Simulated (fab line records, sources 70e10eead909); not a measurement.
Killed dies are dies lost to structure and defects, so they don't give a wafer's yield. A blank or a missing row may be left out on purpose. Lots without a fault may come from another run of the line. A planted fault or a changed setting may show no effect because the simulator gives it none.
A struck lot beside a sound one | flow nand_harc | 22 steps out of a route of 1302
Sound: wafers L367.1, L367.3, L367.6. Struck: wafers L381.2, L381.5, L381.6. The cause comes at the end.
At each step with rows: each side's tool, then ch and its chambers, then its first start. Under that, the readings that differ: sound wafers | struck wafers | difference of the means | sigmas: that difference in standard deviations of wafers without a fault.
alike: readings whose means differ by less than 2 such deviations, and words and numbers that are the same on both sides. not compared: withheld readings, readings that some wafer has no value for, bounds like >300 that may hide the same value, and numbers for which the record gives no deviation and whose values overlap.
The two part at a step that has a row with sigmas, a row that says differs or no value, or rows on one side only. Numbers that don't overlap but have no deviation are shown without sigmas and don't part them. A reading that every wafer of one side lacks parts them only if that side has two wafers or more.

NHARC_A_BLC_CVD_24: deposits W, target thk 150 nm, time 434 s.
  sound on cvd_w-02 ch 0,1; struck on cvd_w-01 ch 0,1
  reading              | sound | struck               | difference                   | sigmas
  susceptor_temp_C (C) | - - - | 299.89 300.08 300.05 | no value on the sound wafers |
  alike: heater_power_w, throttle_valve_pct
NHARC_A_BLC_CMP_25: polishes, t overpolish 30 s, target thk 150 nm.
  sound on cmp-01 ch 1,3, day 25 08:19; struck on cmp-01 ch 2,3, day 31 23:32
  alike: motor_current_A, overpolish_run_s, time_to_endpoint_s
then, 1 step without rows for these wafers: NHARC_A_BLC_SRD_27.
NHARC_A_BLC_INSPECT_28:
  sound on defect_inspect-01, day 25 08:44; struck on defect_inspect-01, day 31 23:55
  alike: raw_defect_count
then, 7 steps without rows for these wafers: NHARC_A_M0_DEP_00 (deposits SiOC, target thk 150 nm); NHARC_A_M0_DEHYDRATE_01 (time 120 s); NHARC_A_M0_HMDS_02 (time 30 s); NHARC_A_M0_COAT_33 (time 65 s); NHARC_A_M0_COAT_03 (resist thk 90 nm); NHARC_A_M0_SOFTBAKE_04 (time 55 s); NHARC_A_M0_EBR_05.
NHARC_A_M0_EXPOSE_06: exposes mask A M0, target cd 80 nm.
  sound on arfi_scanner-02 ch 0, day 25 09:31; struck on arfi_scanner-02 ch 0, day 32 00:41
  reading              | sound             | struck            | difference | sigmas
  exposure_dose_mJ_cm2 | 83.32 83.36 83.22 | 98.92 98.82 98.90 | +15.58     | +99 or more
  alike: mask, focus_offset_nm
then, 2 steps without rows for these wafers: NHARC_A_M0_PEB_07 (peb time 65 s); NHARC_A_M0_DEVELOP_08 (develop time 35 s).
NHARC_A_M0_CD_MEAS_09: target cd 80 nm.
  sound on cd_sem-01 ch 0, day 25 09:39; struck on cd_sem-03 ch 0, day 32 00:49
  reading    | sound          | struck         | difference | sigmas
  cd_nm (nm) | 79.7 78.1 78.6 | 91.3 92.0 91.5 | +12.8      | +14
NHARC_A_M0_OVL_MEAS_10: pitch 160 nm.
  sound on overlay-02, day 25 09:44; struck on overlay-01, day 32 00:55
  alike: overlay_x_nm, overlay_y_nm
NHARC_A_M0_INSPECT_11:
  sound on defect_inspect-01, day 25 09:47; struck on defect_inspect-01, day 32 00:56
  alike: raw_defect_count
NHARC_A_M0_DESCUM_14: chemistry O2, time 3 s.
  sound on rie_diel-02 ch 0,2,3, day 25 09:51; struck on rie_diel-10 ch 1,2, day 32 01:01
  reading               | sound             | struck         | difference | sigmas
  model.A_M0.cd_nm (nm) | 78.78 77.92 79.26 | 90.21 91 91.11 | +12.12     |
  alike: drypump_motor_current_A, oes_product_au, rf_vpp_V, showerhead_plenum_p_Torr, throttle_valve_pct
  not compared: rf_hours_counter_h
NHARC_A_M0_ETCH_34: etches the open film in N2/H2, target depth 40 nm, overetch 12 nm, time 43.94 s.
  sound on rie_diel-02 ch 0,1,3, day 25 09:56; struck on rie_diel-10 ch 0,1,3, day 32 01:07
  alike: drypump_motor_current_A, oes_product_au, rf_vpp_V, showerhead_plenum_p_Torr, throttle_valve_pct
  not compared: rf_hours_counter_h
NHARC_A_M0_ETCH_15: etches the open film in C4F8/Ar, target depth 150 nm, overetch 15 nm, time 82.5 s.
  sound on rie_diel-02 ch 0,1,3; struck on rie_diel-10 ch 0,1,3
  reading               | sound             | struck            | difference | sigmas
  model.A_M0.cd_nm (nm) | 78.33 77.53 78.93 | 89.96 91.27 91.44 | +12.63     |
  alike: oes_product_au, rf_vpp_V
  not compared: rf_hours_counter_h
NHARC_A_M0_CD_MEAS_16:
  sound on cd_sem-01, day 25 10:08; struck on cd_sem-03, day 32 01:19
  reading    | sound          | struck         | difference | sigmas
  cd_nm (nm) | 78.0 77.7 79.0 | 89.9 91.2 91.5 | +12.6      | +11
NHARC_A_M0_STRIP_18: strips in N2/H2.
  sound on rie_diel-02 ch 0,2, day 25 10:14; struck on rie_diel-05 ch 1,2,3, day 32 01:28
  alike: drypump_motor_current_A, oes_product_au, rf_vpp_V, showerhead_plenum_p_Torr, throttle_valve_pct
  not compared: rf_hours_counter_h

WHERE THEY PART
First at NHARC_A_BLC_CVD_24; last, within this record, at NHARC_A_M0_CD_MEAS_16. Later steps at which nothing parts them and some readings are alike: NHARC_A_M0_STRIP_18.

WHY: what the simulator had put in
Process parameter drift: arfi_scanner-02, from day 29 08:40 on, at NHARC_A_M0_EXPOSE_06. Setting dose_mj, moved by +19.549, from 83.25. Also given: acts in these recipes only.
